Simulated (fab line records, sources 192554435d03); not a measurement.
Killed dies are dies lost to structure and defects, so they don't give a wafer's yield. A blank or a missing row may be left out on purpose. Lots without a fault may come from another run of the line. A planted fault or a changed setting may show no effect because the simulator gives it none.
Which tool did it? | flow n5_finfet | 11 lots, 33 wafers sampled, at 4 steps of a route of 1938

WHAT THE GAUGES READ, wafer by wafer
N5_PASSIVATION_CD_MEAS_44: target cd 40000 nm. Usual: cd_nm 40000 nm, standard deviation 3.7.
lot  | measured     | on        | cd_nm (nm)        | flag
L514 | day 11 20:54 | cd_sem-03 | 40004 40004 39998 |
L516 | day 12 04:38 | cd_sem-03 | 40005 40002 39999 |
L523 | day 14 19:47 | cd_sem-02 | 39997 39995 39996 |
L524 | day 15 05:53 | cd_sem-01 | 39994 39999 40000 |
L530 | day 16 22:05 | cd_sem-03 | 39997 39997 39997 |
L529 | day 17 08:29 | cd_sem-01 | 39995 39996 39991 |
L531 | day 16 21:55 | cd_sem-03 | 39997 39995 40001 |
L533 | day 17 08:48 | cd_sem-01 | 40002 39998 40004 |
L534 | day 17 13:01 | cd_sem-02 | 40003 40007 39999 |
L536 | day 17 11:50 | cd_sem-01 | 39996 40003 40004 |
L535 | day 18 05:44 | cd_sem-02 | 39997 40002 40003 |

WHICH TOOL RAN EACH LOT (tool, then ch and the chambers of the sampled wafers, then the start)
lot  | N5_BEOL_M2_CVD_47               | N5_PASSIVATION_ETCH_15                        | N5_PASSIVATION_STRIP_34
L514 | cvd_co-02 ch 0,1,2, day 7 00:42 | rie_diel-04 ch 0,2,3, day 11 19:37 or earlier | rie_diel-01 ch 0,2,3, day 11 19:37
L516 | cvd_co-02 ch 0,1,2, day 7 08:09 | rie_diel-04 ch 0,3, day 12 03:27 or earlier   | rie_diel-06 ch 0,1,2, day 12 03:27
L523 | cvd_co-01 ch 1,2, day 9 12:11   | rie_diel-05 ch 0,2,3, day 14 18:44 or earlier | rie_diel-06 ch 0,3, day 14 18:44
L524 | cvd_co-02 ch 1,2, day 9 15:13   | rie_diel-04 ch 0,2,3, day 15 04:49 or earlier | rie_diel-01 ch 1,2,3, day 15 04:49
L530 | cvd_co-01 ch 1,2, day 11 06:50  | rie_diel-03 ch 0,1,3, day 16 21:03 or earlier | rie_diel-02 ch 0,1,3, day 16 21:03
L529 | cvd_co-01 ch 0,2, day 11 07:14  | rie_diel-04 ch 2,3, day 17 07:26 or earlier   | rie_diel-02 ch 0,3, day 17 07:26
L531 | cvd_co-01 ch 0,2, day 11 10:26  | rie_diel-04 ch 1,2,3, day 16 20:44 or earlier | rie_diel-06 ch 0,1,3, day 16 20:44
L533 | cvd_co-02 ch 0,1, day 11 18:31  | rie_diel-04 ch 1,2,3, day 17 07:36 or earlier | rie_diel-06 ch 2,3, day 17 07:36
L534 | cvd_co-01 ch 0,2, day 12 02:52  | rie_diel-03 ch 1,3, day 17 11:50 or earlier   | rie_diel-01 ch 1,3, day 17 11:50
L536 | cvd_co-01 ch 1,2, day 12 08:01  | rie_diel-05 ch 1,2, day 17 10:47 or earlier   | rie_diel-02 ch 0,1,3, day 17 10:47
L535 | cvd_co-02 ch 0,2, day 12 08:21  | rie_diel-04 ch 2,3, day 18 04:41 or earlier   | rie_diel-01 ch 1,2, day 18 04:41
- N5_BEOL_M2_CVD_47: deposits Co from CCTBA/H2, target thk 3 nm, time 223.8 s.
- N5_PASSIVATION_ETCH_15: etches SiCN in CF4/N2, target depth 75 nm, time 81.2 s.
- N5_PASSIVATION_STRIP_34: strips in O2.

WHAT THE TOOLS THEMSELVES READ (means of the sampled wafers that have a number; where no wafer has one, the mark that the record gives instead)
N5_PASSIVATION_ETCH_15. Usual: drypump_motor_current_A 5.7 A, standard deviation 0.4; oes_product_au 0.80 a.u., standard deviation 0.092; rf_vpp_V 382.8 V, standard deviation 2.2; showerhead_plenum_p_Torr 2.23 Torr, standard deviation 0.083; throttle_valve_pct 15.42 %, standard deviation 0.25.
lot  | tool        | drypump_motor_current_A (A) | oes_product_au (a.u.) | rf_vpp_V (V) | showerhead_plenum_p_Torr (Torr) | throttle_valve_pct (%) | flag
L514 | rie_diel-04 | 5.7                         | 0.76                  | 382.9        | 2.20                            | 15.52                  |
L516 | rie_diel-04 | 5.4                         | 0.77                  | 382.1        | 2.18                            | 15.50                  |
L523 | rie_diel-05 | 6.2                         | 0.81                  | 382.6        | 2.27                            | 15.42                  |
L524 | rie_diel-04 | 5.7                         | 0.83                  | 381.5        | 2.20                            | 15.40                  |
L530 | rie_diel-03 | 5.5                         | 0.78                  | 381.9        | 2.22                            | 15.36                  |
L529 | rie_diel-04 | 6.0                         | 0.89                  | 381.9        | 2.22                            | 15.28                  |
L531 | rie_diel-04 | 5.7                         | 0.85                  | 382.8        | 2.23                            | 15.41                  |
L533 | rie_diel-04 | 5.7                         | 0.84                  | 383.3        | 2.23                            | 15.41                  |
L534 | rie_diel-03 | 5.3                         | 0.77                  | 380.6        | 2.16                            | 15.28                  |
L536 | rie_diel-05 | 6.1                         | 0.70                  | 381.5        | 2.18                            | 15.56                  |
L535 | rie_diel-04 | 6.0                         | 0.85                  | 383.4        | 2.26                            | 15.23                  |

N5_PASSIVATION_STRIP_34. Usual: drypump_motor_current_A 5.5 A, standard deviation 0.37; oes_product_au 0.81 a.u., standard deviation 0.098; rf_vpp_V 3.7 V, standard deviation 1.4; showerhead_plenum_p_Torr 2.12 Torr, standard deviation 0.058; throttle_valve_pct 16.60 %, standard deviation 0.26.
lot  | tool        | drypump_motor_current_A (A) | oes_product_au (a.u.) | rf_vpp_V (V) | showerhead_plenum_p_Torr (Torr) | throttle_valve_pct (%) | flag
L514 | rie_diel-01 | 5.2                         | 0.80                  | 4.6          | 2.09                            | 16.51                  |
L516 | rie_diel-06 | 5.2                         | 0.72                  | 3.5          | 2.17                            | 16.71                  |
L523 | rie_diel-06 | 5.4                         | 0.80                  | 2.8          | 2.08                            | 16.78                  |
L524 | rie_diel-01 | 5.4                         | 0.78                  | 3.2          | 2.07                            | 16.56                  |
L530 | rie_diel-02 | 5.6                         | 0.82                  | 4.5          | 2.14                            | 16.77                  |
L529 | rie_diel-02 | 5.6                         | 0.73                  | 4.1          | 2.11                            | 16.88                  |
L531 | rie_diel-06 | 5.5                         | 0.80                  | 2.6          | 2.11                            | 16.69                  |
L533 | rie_diel-06 | 5.4                         | 0.77                  | 3.1          | 2.06                            | 16.69                  |
L534 | rie_diel-01 | 5.5                         | 0.83                  | 3.8          | 2.06                            | 16.41                  |
L536 | rie_diel-02 | 5.6                         | 0.81                  | 3.7          | 2.14                            | 16.77                  |
L535 | rie_diel-01 | 5.2                         | 0.84                  | 1.4          | 2.05                            | 16.44                  |

THE ANSWER, worked out from the rows above alone
Rule: a lot is off if the mean of its wafers that have a number lies more than 3 standard deviations from the usual mean. A lot without any number at a reading at which 4 lots or more have one is off too. The other lots that the step has rows for count as sound. The gauges are gone through in route order, then the tools' own readings, and for those a lot's mean is taken as printed above. The first step at which some lot is off is used, and at that step the reading that is off furthest; a lot without a number counts as furthest.
No lot is off at any reading shown: from this, nothing can be told.

WHAT THE SIMULATOR HAD PUT IN
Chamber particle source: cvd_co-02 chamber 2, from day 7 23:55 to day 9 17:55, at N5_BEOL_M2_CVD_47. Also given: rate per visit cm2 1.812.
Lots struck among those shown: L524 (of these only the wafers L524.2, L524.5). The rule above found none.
